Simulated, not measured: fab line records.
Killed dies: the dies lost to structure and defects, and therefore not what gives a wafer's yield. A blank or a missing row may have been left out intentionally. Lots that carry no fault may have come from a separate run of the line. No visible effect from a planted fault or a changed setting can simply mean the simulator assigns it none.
fab line records | flow n5_finfet
[record] lots = 11 | wafers = 33 | last_day = 18
route steps=1938 shown BEOL_M8@1398 BEOL_M9@1401 PASSIVATION@1936
lots that met no fault: from a run of the same line without faults
start_h: the number of hours between the record's first day and the start of the first shown wafer of the lot | wait_h: how many hours have passed since the lot's step before this one | " the same as in the row above | L1.1+2: a single row standing in for several wafers | - no value present, or no start provided | * or withheld: withheld | < > ~ a bound
route shown NAME@n: a module of which the file shows steps, and the number in the route of the first | usual: mean/standard deviation taken from wafers without a fault | same: alike in all rows | chamber/n: place in a boat | sites: each site's reading | _std_site: standard deviation across them | _edge_site: mean of outer sites minus mean of inner sites | radius_mm: for every site, how far away it sits from the centre of the wafer | mask NAME#n: copy n | behind: the most recent tool/chamber to have shaped the wafer | hold: the reason the lot was held/the length of the hold in hours/how it ended | device: transistor that didn't switch, given as n, p or np | end of line: the same wafers' tests at the end of the route | for a step that has no rows: nothing shown but its recipe | killed: dies that structure and defects cost at the first sort, which is not the same as the wafer's yield | map: a wafer's dies, x killed, . not, _ none there
set.NAME: setting as actually run; set.NAME@STEP: the setting as run at that earlier step | model.NAME: the simulator's own value behind a step, which no gauge read
a sample of lots followed through the steps of the route, with each step as a table and each wafer as a row
services: from which hour (start_h, from the record's first day; less than 0 if before it) a tool's chamber was out of use, for how many hours, and why
[[steps]]
[step N5_BEOL_M8_DEP_56]
[recipe] material = SiCN | target_thk_a = 100 | temp_c = withheld | precursor = 3MS/NH3 | pressure_torr = 3 | rf_w = 202 | time_s = 17.5
[usual] rf_fwd_power_W = 200.0/1.1 | showerhead_plenum_p_Torr = 3.664/0.013 | throttle_valve_pct = 9.2/0.67
[same] time_s = 17.5
lot.wafer | tool     | chamber | start_h | wait_h | rf_fwd_power_W | showerhead_plenum_p_Torr | throttle_valve_pct
L566.2    | pecvd-02 | 2       | 222.15  | 0.0    | 199.5          | 3.666                    | 8.6
L566.3    | "        | 0       | "       | "      | 199.5          | 3.682                    | 9.7
L566.6    | "        | 0       | "       | "      | 198.3          | 3.684                    | 9.8
L567.3    | pecvd-03 | 0       | 231.70  | 0.0    | 198.4          | 3.651                    | 9.1
L567.4    | "        | 1       | "       | "      | 200.1          | 3.674                    | 9.7
L567.6    | "        | 0       | "       | "      | 197.8          | 3.651                    | 9.2
L568.2    | pecvd-03 | 1       | 231.98  | 0.0    | 199.6          | 3.673                    | 9.8
L568.4    | "        | 2       | "       | "      | 200.7          | 3.676                    | 8.0
L568.6    | "        | 0       | "       | "      | 199.3          | 3.671                    | 9.3
L572.3    | pecvd-02 | 1       | 256.79  | 0.0    | 201.3          | 3.667                    | 9.6
L572.4    | "        | 0       | "       | "      | 199.7          | 3.673                    | 9.6
L572.5    | "        | 1       | "       | "      | 200.0          | 3.655                    | 9.7
L573.2    | pecvd-01 | 2       | 266.75  | 0.0    | 199.4          | 3.660                    | 9.1
L573.5    | "        | 1       | "       | "      | 201.7          | 3.650                    | 8.5
L573.6    | "        | 2       | "       | "      | 200.5          | 3.666                    | 8.8
L574.2    | pecvd-02 | 1       | 276.11  | 0.0    | 199.9          | 3.673                    | 9.7
L574.3    | "        | 0       | "       | "      | 199.6          | 3.669                    | 9.4
L574.6    | "        | 2       | "       | "      | 201.3          | 3.667                    | 8.5
L580.2    | pecvd-02 | 0       | 303.06  | 0.0    | 198.7          | 3.667                    | 9.7
L580.3    | "        | 1       | "       | "      | 200.4          | 3.665                    | 9.6
L580.6    | "        | 2       | "       | "      | 201.2          | 3.674                    | 8.7
L583.2    | pecvd-01 | 1       | 312.92  | 0.0    | 200.2          | 3.654                    | 8.5
L583.3    | "        | 0       | "       | "      | 197.8          | 3.638                    | 10.3
L583.6    | "        | 2       | "       | "      | 201.5          | 3.656                    | 9.1
L584.3    | pecvd-03 | 0       | 327.83  | 0.0    | 198.3          | 3.653                    | 9.4
L584.5    | "        | 0       | "       | "      | 198.4          | 3.658                    | 9.5
L584.6    | "        | 1       | "       | "      | 198.8          | 3.672                    | 9.8
L589.4    | pecvd-01 | 1       | 348.21  | 0.0    | 200.9          | 3.647                    | 8.4
L589.5    | "        | 2       | "       | "      | 200.5          | 3.653                    | 8.8
L589.6    | "        | 0       | "       | "      | 198.3          | 3.632                    | 10.2
L588.2    | pecvd-01 | 1       | 358.94  | 0.0    | 200.4          | 3.650                    | 8.7
L588.3    | "        | 0       | "       | "      | 199.5          | 3.639                    | 10.2
L588.5    | "        | 0       | "       | "      | 199.2          | 3.641                    | 10.5
[step N5_BEOL_M9_ILD_DEP_00]
[recipe] material = SiCOH_lowk | target_thk_a = 3085.1 | temp_c = 300 | precursor = DEMS/porogen | pressure_torr = 5 | rf_w = 500 | time_s = 58
[usual] heater_power_w = 298/38 | rf_fwd_power_W = 496.7/1.9 | showerhead_plenum_p_Torr = 5.739/0.015 | susceptor_temp_C = 300.01/0.22 | throttle_valve_pct = 13.7/0.97
[same] time_s = 58
lot.wafer | tool     | chamber | start_h | wait_h | heater_power_w | rf_fwd_power_W | showerhead_plenum_p_Torr | susceptor_temp_C | throttle_valve_pct
L566.2    | pecvd-02 | 0       | 222.29  | 0.0    | 324            | 493.1          | 5.750                    | 300.22           | 14.5
L566.3    | "        | 1       | "       | "      | 278            | 497.5          | 5.733                    | 299.88           | 14.8
L566.6    | "        | 1       | "       | "      | 276            | 499.0          | 5.739                    | 299.70           | 14.8
L567.3    | pecvd-03 | 0       | 231.83  | 0.0    | 234            | 494.9          | 5.728                    | 299.82           | 14.0
L567.4    | "        | 2       | "       | "      | 301            | 498.3          | 5.750                    | 300.23           | 12.3
L567.6    | "        | 1       | "       | "      | 286            | 495.8          | 5.736                    | 299.99           | 15.0
L568.2    | pecvd-04 | 1       | 232.11  | 0.0    | 208            | 494.3          | 5.748                    | 299.79           | 13.5
L568.4    | "        | 1       | "       | "      | 221            | 495.7          | 5.739                    | 299.80           | 13.5
L568.6    | "        | 0       | "       | "      | 302            | 498.4          | 5.736                    | 299.49           | 13.3
L572.3    | pecvd-03 | 1       | 256.92  | 0.0    | 272            | 494.8          | 5.724                    | 299.72           | 15.0
L572.4    | "        | 2       | "       | "      | 331            | 500.2          | 5.757                    | 299.62           | 12.1
L572.5    | "        | 0       | "       | "      | 285            | 495.8          | 5.728                    | 299.96           | 14.2
L573.2    | pecvd-03 | 2       | 266.88  | 0.0    | 343            | 498.2          | 5.752                    | 297.82           | 12.4
L573.5    | "        | 1       | "       | "      | 261            | 495.5          | 5.753                    | 298.25           | 15.1
L573.6    | "        | 2       | "       | "      | 351            | 496.7          | 5.765                    | 297.91           | 12.4
L574.2    | pecvd-03 | 1       | 276.24  | 0.0    | 300            | 493.7          | 5.750                    | 298.06           | 15.2
L574.3    | "        | 0       | "       | "      | 260            | 496.3          | 5.742                    | 297.78           | 14.2
L574.6    | "        | 1       | "       | "      | 303            | 494.7          | 5.745                    | 297.99           | 15.1
L580.2    | pecvd-04 | 2       | 303.19  | 0.0    | 298            | 498.2          | 5.714                    | 299.64           | 12.4
L580.3    | "        | 0       | "       | "      | 343            | 497.5          | 5.735                    | 299.98           | 13.4
L580.6    | "        | 0       | "       | "      | 361            | 497.9          | 5.730                    | 299.89           | 13.4
L583.2    | pecvd-02 | 0       | 313.05  | 0.0    | 347            | 496.0          | 5.750                    | 300.36           | 14.3
L583.3    | "        | 2       | "       | "      | 243            | 499.6          | 5.740                    | 300.26           | 13.2
L583.6    | "        | 2       | "       | "      | 261            | 499.9          | 5.751                    | 300.49           | 13.0
L584.3    | pecvd-04 | 2       | 327.96  | 0.0    | 278            | 497.8          | 5.727                    | 299.79           | 12.7
L584.5    | "        | 1       | "       | "      | 258            | 493.5          | 5.772                    | 300.17           | 13.2
L584.6    | "        | 0       | "       | "      | 330            | 496.3          | 5.724                    | 299.70           | 13.2
L589.4    | pecvd-04 | 2       | 348.35  | 0.1    | 334            | 496.6          | 5.706                    | 300.25           | 12.6
L589.5    | "        | 1       | "       | "      | 244            | 493.2          | 5.764                    | 299.84           | 13.5
L589.6    | "        | 0       | "       | "      | 367            | 495.8          | 5.727                    | 300.12           | 13.7
L588.2    | pecvd-04 | 1       | 359.07  | 0.0    | 260            | 496.0          | 5.767                    | 299.40           | 13.3
L588.3    | "        | 2       | "       | "      | 326            | 499.2          | 5.708                    | 300.46           | 12.6
L588.5    | "        | 2       | "       | "      | 324            | 497.3          | 5.702                    | 300.01           | 12.9
[step N5_BEOL_M9_THK_MEAS_01]
[recipe] reads = SiCOH_lowk_of_BEOL_M9_ILD_DEP_00
[usual] M9_ILD_THK = 266.7/2.9
lot.wafer | tool          | chamber | start_h | wait_h | M9_ILD_THK[nm]
L566.2    | film_metro-01 | -       | 222.88  | 0.4    | 271.6
L566.3    | "             | -       | "       | "      | 267.4
L566.6    | "             | -       | "       | "      | 272.6
L567.3    | film_metro-02 | -       | 232.62  | 0.3    | 267.4
L567.4    | "             | -       | "       | "      | 272.6
L567.6    | "             | -       | "       | "      | 271.0
L568.2    | film_metro-01 | -       | 232.78  | 0.4    | 262.1
L568.4    | "             | -       | "       | "      | 265.8
L568.6    | "             | -       | "       | "      | 265.7
L572.3    | film_metro-02 | -       | 257.51  | 0.3    | 263.0
L572.4    | "             | -       | "       | "      | 271.3
L572.5    | "             | -       | "       | "      | 267.0
L573.2    | film_metro-02 | -       | 267.47  | 0.4    | 269.9
L573.5    | "             | -       | "       | "      | 272.2
L573.6    | "             | -       | "       | "      | 268.7
L574.2    | film_metro-01 | -       | 277.05  | 0.4    | 267.4
L574.3    | "             | -       | "       | "      | 268.0
L574.6    | "             | -       | "       | "      | 272.7
L580.2    | film_metro-02 | -       | 303.78  | 0.4    | 263.1
L580.3    | "             | -       | "       | "      | 265.4
L580.6    | "             | -       | "       | "      | 267.0
L583.2    | film_metro-02 | -       | 313.64  | 0.4    | 262.3
L583.3    | "             | -       | "       | "      | 267.6
L583.6    | "             | -       | "       | "      | 270.3
L584.3    | film_metro-02 | -       | 329.03  | 0.5    | 266.9
L584.5    | "             | -       | "       | "      | 266.8
L584.6    | "             | -       | "       | "      | 267.1
L589.4    | film_metro-01 | -       | 349.39  | 0.4    | 269.5
L589.5    | "             | -       | "       | "      | 269.5
L589.6    | "             | -       | "       | "      | 268.8
L588.2    | film_metro-02 | -       | 359.67  | 0.4    | 263.8
L588.3    | "             | -       | "       | "      | 266.5
L588.5    | "             | -       | "       | "      | 265.7
[step N5_BEOL_M9_HM_DEP_02]
[recipe] material = TiN | target_thk_a = 200 | temp_c = 25 | chamber_pressure_pa = 0.49996
[usual] susceptor_temp_C = 24.98/0.11 | throttle_valve_pct = 30.5/1
lot.wafer | tool           | chamber | start_h | wait_h | susceptor_temp_C | throttle_valve_pct
L566.2    | pvd_sputter-01 | -       | 226.18  | 3.2    | 25.37            | 29.5
L566.3    | "              | -       | "       | "      | 25.03            | 29.7
L566.6    | "              | -       | "       | "      | 24.97            | 29.0
L567.3    | pvd_sputter-02 | -       | 233.32  | 0.7    | 25.02            | 31.9
L567.4    | "              | -       | "       | "      | 25.14            | 30.3
L567.6    | "              | -       | "       | "      | 24.80            | 31.7
L568.2    | pvd_sputter-02 | -       | 235.26  | 2.4    | 25.03            | 30.1
L568.4    | "              | -       | "       | "      | 25.02            | 31.9
L568.6    | "              | -       | "       | "      | 25.11            | 32.0
L572.3    | pvd_sputter-01 | -       | 258.52  | 1.0    | 24.93            | 29.6
L572.4    | "              | -       | "       | "      | 25.04            | 28.9
L572.5    | "              | -       | "       | "      | 25.13            | 29.2
L573.2    | pvd_sputter-02 | -       | 268.82  | 1.3    | 24.88            | 32.2
L573.5    | "              | -       | "       | "      | 24.92            | 31.7
L573.6    | "              | -       | "       | "      | 24.86            | 29.9
L574.2    | pvd_sputter-02 | -       | 277.15  | 0.0    | 24.90            | 32.2
L574.3    | "              | -       | "       | "      | 24.98            | 29.9
L574.6    | "              | -       | "       | "      | 24.91            | 32.3
L580.2    | pvd_sputter-01 | -       | 304.29  | 0.5    | 25.14            | 29.6
L580.3    | "              | -       | "       | "      | 25.05            | 30.1
L580.6    | "              | -       | "       | "      | 24.90            | 31.9
L583.2    | pvd_sputter-02 | -       | 315.64  | 1.9    | 24.93            | 32.0
L583.3    | "              | -       | "       | "      | 24.81            | 30.3
L583.6    | "              | -       | "       | "      | 25.02            | 31.8
L584.3    | pvd_sputter-03 | -       | 330.27  | 1.2    | 24.94            | 31.6
L584.5    | "              | -       | "       | "      | 24.99            | 31.6
L584.6    | "              | -       | "       | "      | 25.05            | 30.3
L589.4    | pvd_sputter-02 | -       | 351.41  | 1.9    | 25.17            | 32.1
L589.5    | "              | -       | "       | "      | 25.09            | 31.4
L589.6    | "              | -       | "       | "      | 24.99            | 30.1
L588.2    | pvd_sputter-01 | -       | 360.89  | 1.2    | 25.12            | 29.3
L588.3    | "              | -       | "       | "      | 25.08            | 29.8
L588.5    | "              | -       | "       | "      | 25.10            | 29.2
[step N5_PASSIVATION_PROBE_49]
[usual] defect_limited_yield = 91.6/1.4 | killed_at_M0_to_M3 = 33/9.7 | killed_at_M4_up = 13/5.4 | killed_at_contacts = 13/6.6 | killed_at_front_end = 36/11 | killed_at_other = 3.9/3 | killed_dies = 99/16 | killed_open = 66/12 | killed_short = 32/7.9 | sort_bin_5_function = 4.9/0.9 | sort_bin_6_memory = 3.2/0.67 | sort_n_pass = 1081/16 | sort_yield_pct = 91.6/1.4
[same] gross_dies = 1180 | killed_at_back_side = 0 | sort_bin_4_leakage[%] = 0 | sort_bin_8_speed[%] = 0
lot.wafer | tool      | chamber | start_h | wait_h | defect_limited_yield[%] | killed_at_M0_to_M3 | killed_at_M4_up | killed_at_contacts | killed_at_front_end | killed_at_other | killed_dies | killed_open | killed_short | sort_bin_5_function[%] | sort_bin_6_memory[%] | sort_n_pass | sort_yield_pct[%]
L580.2    | prober-01 | -       | 363.83  | 0.1    | 92.4                    | 29                 | 16              | 9                  | 31                  | 5               | 90          | 57          | 31           | 4.2                    | 3.2                  | 1090        | 92.4
L580.3    | prober-01 | -       | 363.88  | 0.1    | 91.5                    | 23                 | 12              | 34                 | 30                  | 1               | 100         | 74          | 25           | 5.0                    | 3.3                  | 1080        | 91.5
L580.6    | prober-01 | -       | 364.03  | 0.3    | 93.1                    | 27                 | 15              | 6                  | 33                  | 0               | 81          | 50          | 31           | 3.6                    | 3.0                  | 1099        | 93.1
// killed by level:class
L580.2 BEOL_M1:geometric_particle:open=12 STI_FIN_REVEAL:geometric_particle:open=8 MOL_CONTACT_COAG:geometric_particle:open=7 BEOL_M4:geometric_particle:short=6 BEOL_M1:geometric_particle:short=6 FIN_SAQP:geometric_particle:open=5 STI_FIN_REVEAL:geometric_particle:short=4 MIM_BOT:geometric_particle:open=4
L580.3 MOL_CONTACT_COAG:geometric_particle:open=26 STI_FIN_REVEAL:geometric_particle:open=11 BEOL_M1:geometric_particle:open=9 MOL_CONTACT_COAG:geometric_particle:short=8 BEOL_M5:geometric_particle:open=6 DUMMY_GATE:geometric_particle:open=5 FIN_SAQP:geometric_particle:open=3 BEOL_M0_SAQP:geometric_particle:open=3
L580.6 BEOL_M1:geometric_particle:open=8 FIN_SAQP:geometric_particle:open=5 MOL_CONTACT_COAG:geometric_particle:open=5 BEOL_M2:geometric_particle:open=5 BEOL_M4:geometric_particle:open=5 BEOL_M4:geometric_particle:short=5 STARTING-WAFER:geometric_particle:open=5 FIN_SAQP:geometric_particle:short=4
[[services]]
tool     | chamber | start_h | hours | kind
pecvd-04 | 2       | 202.38  | -     | clean
pecvd-04 | 2       | 202.38  | -     | consumable_replace:showerhead
pecvd-04 | 2       | 202.38  | 29.0  | scheduled_down
pecvd-04 | 2       | 202.38  | 29.0  | vent_cycle
pecvd-03 | -       | 210.90  | 0.7   | repair
pecvd-01 | 1       | 237.48  | 10.0  | repair
pecvd-04 | 1       | 262.26  | 5.5   | scheduled_down
pecvd-01 | 0       | 272.62  | 5.5   | scheduled_down
pecvd-01 | -       | 283.86  | 6.0   | pm
pecvd-02 | 0       | 291.76  | 2.1   | scheduled_down
pecvd-03 | -       | 297.75  | 2.6   | repair
pecvd-03 | 0       | 302.05  | 8.0   | repair
[[key]]
[first_sign] step = N5_BEOL_M9_ILD_DEP_00 | reading = susceptor_temp_C | direction = down | sigmas = 9.3 | usual = * | struck = *
effect none on later readings
met_at N5_BEOL_M9_ILD_DEP_00
struck_lots L573,L574
not_acting_at N5_BEOL_M8_DEP_56,N5_BEOL_M9_THK_MEAS_01,N5_BEOL_M9_HM_DEP_02
onset_between 256.92 266.88
[fault] kind = process_parameter_drift | tool = pecvd-03 | chamber = - | onset_h = 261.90 | steps = N5_BEOL_M9_ILD_DEP_00 | channel = temp_c | offset = * | shape = step | end_h = 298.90 | acts_in = * | stated = *
